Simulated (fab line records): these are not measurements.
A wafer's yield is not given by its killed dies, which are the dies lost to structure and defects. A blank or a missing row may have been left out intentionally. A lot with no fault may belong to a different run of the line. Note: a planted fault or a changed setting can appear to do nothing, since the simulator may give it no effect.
Chamber matching -- flow n5_finfet -- 4 sister chambers for N5_FIN_SAQP_ETCH_52 on rie_diel-02
The step etches SOC in N2/H2, target depth 100 nm, overetch 20 nm, time 150 s. 8 wafers are shown with their chamber, then 7 later ones without.

WAFERS WITH THEIR CHAMBER
wafer,chamber,showerhead_plenum_p_Torr (Torr),drypump_motor_current_A (A)
L075.6,1,2.66,5.6
L083.5,1,2.65,5.6
L083.6,3,2.70,5.7
L086.1,2,2.53,5.0
L086.2,0,2.60,5.3
L086.4,3,2.70,5.8
L090.1,2,2.52,5.0
L090.4,0,2.60,5.3

WAFERS MISSING THEIR CHAMBER
wafer,showerhead_plenum_p_Torr (Torr),drypump_motor_current_A (A)
L090.6,2.64,5.5
L091.1,2.64,5.5
L091.3,2.60,5.3
L091.4,2.52,5.0
L094.2,2.52,5.0
L094.3,2.60,5.3
L094.5,2.60,5.3

EACH ONE'S CHAMBER
wafer,from the rows above,in truth
L090.6,1,1
L091.1,1,1
L091.3,0,0
L091.4,2,2
L094.2,2,2
L094.3,0,0
L094.5,0,0
Correct placement for 7 of the 7. Not placeable from these rows: 0. Placed wrongly: 0.
How it was worked out, from the rows above alone: a wafer's distance from a chamber is the root of the sum, over the readings, of the square of ((its reading less the chamber's mean) divided by the reading's scatter). The wafer belongs to the nearest chamber; if the next one is less than 2 further off, it can't be placed. For every chamber, the mean is computed from those of its wafers that are shown. How the scatter is found: for the shown wafers, subtract from each reading the mean of its chamber, square and add these, divide the total by (wafers less chambers), then take the root.
